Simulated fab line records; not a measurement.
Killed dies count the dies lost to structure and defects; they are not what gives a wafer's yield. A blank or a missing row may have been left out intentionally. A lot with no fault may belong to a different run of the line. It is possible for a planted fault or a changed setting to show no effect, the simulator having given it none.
What tool caused it? | flow nand_harc | 45 wafers from 15 lots sampled at 4 of the route's 1302 steps

WHAT THE GAUGES SHOWED, per wafer
The record holds no reading of a measuring or inspecting step that can be judged against a usual standard deviation.

EACH LOT AND THE TOOL THAT RAN IT (in order: tool; ch and the chambers of the sampled wafers; start)
lot  | NHARC_A_BONDPAD_PRE_CLEAN_26            | NHARC_A_BONDPAD_PVD_17       | NHARC_A_BONDPAD_ANNEAL_28        | NHARC_A_BONDPAD_CMP_19
L264 | pvd_sputter-01, day 22 22:23 or earlier | pvd_sputter-01, day 22 22:23 | rtp_anneal-02 ch 0, day 22 23:06 | cmp-04 ch 0,1,2, day 22 23:23
L266 | pvd_sputter-03, day 23 09:06 or earlier | pvd_sputter-03, day 23 09:06 | rtp_anneal-02 ch 0, day 23 09:47 | cmp-01 ch 0,2, day 23 10:06
L268 | pvd_sputter-02, day 24 14:13 or earlier | pvd_sputter-02, day 24 14:13 | rtp_anneal-01 ch 0, day 24 14:51 | cmp-03 ch 0,1, day 24 15:12
L270 | pvd_sputter-02, day 26 01:38 or earlier | pvd_sputter-02, day 26 01:38 | rtp_anneal-01 ch 0, day 26 02:16 | cmp-01 ch 0,1,2, day 26 02:38
L275 | pvd_sputter-02, day 26 18:02 or earlier | pvd_sputter-02, day 26 18:02 | rtp_anneal-01 ch 0, day 26 18:43 | cmp-04 ch 0,2,3, day 26 19:02
L272 | pvd_sputter-01, day 26 21:21 or earlier | pvd_sputter-01, day 26 21:21 | rtp_anneal-02 ch 0, day 26 22:01 | cmp-04 ch 0,1,2, day 26 22:19
L274 | pvd_sputter-02, day 26 21:43 or earlier | pvd_sputter-02, day 26 21:43 | rtp_anneal-02 ch 0, day 26 22:20 | cmp-04 ch 0,2,3, day 26 22:41
L279 | pvd_sputter-01, day 29 06:59 or earlier | pvd_sputter-01, day 29 06:59 | rtp_anneal-02 ch 0, day 29 07:37 | cmp-03 ch 1,3, day 29 07:58
L277 | pvd_sputter-01, day 29 10:14 or earlier | pvd_sputter-01, day 29 10:14 | rtp_anneal-02 ch 0, day 29 10:52 | cmp-04 ch 0,1,2, day 29 11:13
L281 | pvd_sputter-01, day 30 08:23 or earlier | pvd_sputter-01, day 30 08:23 | rtp_anneal-02 ch 0, day 30 08:59 | cmp-04 ch 1,2, day 30 09:24
L282 | pvd_sputter-01, day 31 01:25 or earlier | pvd_sputter-01, day 31 01:25 | rtp_anneal-02 ch 0, day 31 02:01 | cmp-04 ch 0,3, day 31 02:21
L284 | pvd_sputter-01, day 31 07:26 or earlier | pvd_sputter-01, day 31 07:26 | rtp_anneal-02 ch 0, day 31 08:21 | cmp-04 ch 1,2,3, day 31 08:38
L285 | pvd_sputter-03, day 31 16:16 or earlier | pvd_sputter-03, day 31 16:16 | rtp_anneal-02 ch 0, day 31 16:54 | cmp-04 ch 0,1,2, day 31 17:16
L287 | pvd_sputter-01, day 32 13:56 or earlier | pvd_sputter-01, day 32 13:56 | rtp_anneal-01 ch 0, day 32 14:38 | cmp-03 ch 0,1, day 32 14:53
L286 | pvd_sputter-02, day 34 01:08 or earlier | pvd_sputter-02, day 34 01:08 | rtp_anneal-02 ch 0, day 34 01:49 | cmp-01 ch 0,1,3, day 34 02:08
- NHARC_A_BONDPAD_PRE_CLEAN_26: time 30 s.
- NHARC_A_BONDPAD_PVD_17: deposits TaN, target thk 5 nm, time 8.06 s.
- NHARC_A_BONDPAD_ANNEAL_28: time 90 s.
- NHARC_A_BONDPAD_CMP_19: polishes, t overpolish 30 s, cu recess touch 16 s, target thk 169.82 nm.

WHAT THE TOOLS THEMSELVES READ (means of the sampled wafers that have a number; where no wafer has one, the mark that the record gives instead)
NHARC_A_BONDPAD_PRE_CLEAN_26.
lot  | tool           | heater_power_w (W)
L264 | pvd_sputter-01 | 436
L266 | pvd_sputter-03 | 442
L268 | pvd_sputter-02 | 376
L270 | pvd_sputter-02 | 406
L275 | pvd_sputter-02 | 409
L272 | pvd_sputter-01 | 391
L274 | pvd_sputter-02 | 420
L279 | pvd_sputter-01 | 382
L277 | pvd_sputter-01 | 406
L281 | pvd_sputter-01 | 408
L282 | pvd_sputter-01 | 392
L284 | pvd_sputter-01 | 381
L285 | pvd_sputter-03 | 398
L287 | pvd_sputter-01 | 420
L286 | pvd_sputter-02 | 448

NHARC_A_BONDPAD_PVD_17.
lot  | tool           | bias_v (V) | cathode_dc_power_W (W) | chamber_pressure_pa (Pa) | throttle_valve_pct (%)
L264 | pvd_sputter-01 | 169.3      | 15003                  | 0.12005                  | 29.2
L266 | pvd_sputter-03 | 168.3      | 15002                  | 0.12026                  | 31.6
L268 | pvd_sputter-02 | 167.5      | 14999                  | 0.12012                  | 30.6
L270 | pvd_sputter-02 | 169.3      | 15002                  | 0.12023                  | 30.3
L275 | pvd_sputter-02 | 169.2      | 15001                  | 0.12002                  | 30.4
L272 | pvd_sputter-01 | 167.6      | 14999                  | 0.11974                  | 29.8
L274 | pvd_sputter-02 | 169.3      | 15000                  | 0.11996                  | 30.5
L279 | pvd_sputter-01 | 170.0      | 15002                  | 0.11982                  | 29.2
L277 | pvd_sputter-01 | 168.7      | 15002                  | 0.11988                  | 30.1
L281 | pvd_sputter-01 | -          | -                      | -                        | -
L282 | pvd_sputter-01 | -          | -                      | -                        | -
L284 | pvd_sputter-01 | -          | -                      | -                        | -
L285 | pvd_sputter-03 | 170.2      | 15002                  | 0.12015                  | 31.3
L287 | pvd_sputter-01 | 168.3      | 15000                  | 0.12001                  | 29.6
L286 | pvd_sputter-02 | 168.0      | 15000                  | 0.12004                  | 30.8

NHARC_A_BONDPAD_ANNEAL_28.
lot  | tool          | anneal_temp_c (C) | anneal_temp_c_max | wafer_temp_C_max
L264 | rtp_anneal-02 | 224.96            | 225.61            | 225.58
L266 | rtp_anneal-02 | 224.80            | 225.47            | 225.64
L268 | rtp_anneal-01 | 225.18            | 226.13            | 225.66
L270 | rtp_anneal-01 | 225.00            | 225.77            | 225.92
L275 | rtp_anneal-01 | 225.11            | 225.99            | 225.65
L272 | rtp_anneal-02 | 225.02            | 225.61            | 225.53
L274 | rtp_anneal-02 | 225.02            | 225.73            | 225.36
L279 | rtp_anneal-02 | 224.94            | 225.59            | 225.51
L277 | rtp_anneal-02 | 225.04            | 225.83            | 225.46
L281 | rtp_anneal-02 | 224.76            | 225.46            | 225.62
L282 | rtp_anneal-02 | 225.26            | 225.96            | 225.41
L284 | rtp_anneal-02 | 225.17            | 225.81            | 225.67
L285 | rtp_anneal-02 | 225.25            | 226.04            | 225.56
L287 | rtp_anneal-01 | 225.13            | 225.94            | 225.79
L286 | rtp_anneal-02 | 225.08            | 225.74            | 225.52

NHARC_A_BONDPAD_CMP_19.
lot  | tool   | motor_current_A (A) | overpolish_run_s (s)
L264 | cmp-04 | 11.8                | 29.997
L266 | cmp-01 | 12.4                | 29.997
L268 | cmp-03 | 11.9                | 30.005
L270 | cmp-01 | 12.0                | 30.002
L275 | cmp-04 | 11.8                | 29.997
L272 | cmp-04 | 11.8                | 29.993
L274 | cmp-04 | 12.0                | 30.005
L279 | cmp-03 | 10.9                | 29.993
L277 | cmp-04 | 11.7                | 30.003
L281 | cmp-04 | 12.3                | 29.999
L282 | cmp-04 | 11.0                | 30.001
L284 | cmp-04 | 12.6                | 30.004
L285 | cmp-04 | 12.3                | 29.998
L287 | cmp-03 | 11.0                | 30.003
L286 | cmp-01 | 12.5                | 30.002

THE ANSWER, worked out from the rows above alone
Rule: the lots themselves supply what counts as usual. Put in order of their means at a reading, lots are off if they are a third of the lots or fewer, leave a main group of 4 or more, and stand apart from it by a gap of 3 or more times the standard deviation of the main group's means; of several such gaps the widest counts. A main group is skipped when, at the precision printed for the reading in the tables above, its means are all equal. A lot without any number at a reading at which 4 lots or more have one is off too. The other lots that the step has rows for count as sound. After the gauges, taken in route order, come the tools' own readings; for these a lot's mean is taken, as printed above. The first step at which some lot is off is used, and at that step the reading that is off furthest; a lot without a number counts as furthest.
Off: L281, L282, L284, at NHARC_A_BONDPAD_PVD_17 (bias_v). Without a number there: L281, L282, L284. The main group has a mean of 168.8 V with a standard deviation of 0.85.
A tool fits if, at that step or a process step before it, it ran every lot that is off, and no sound lot after the first of them. With no start given for some of its lots, NHARC_A_BONDPAD_PRE_CLEAN_26 uses the hours and lot order of NHARC_A_BONDPAD_PVD_17. No candidate that was tried fits.

WHAT THE SIMULATOR PUT IN
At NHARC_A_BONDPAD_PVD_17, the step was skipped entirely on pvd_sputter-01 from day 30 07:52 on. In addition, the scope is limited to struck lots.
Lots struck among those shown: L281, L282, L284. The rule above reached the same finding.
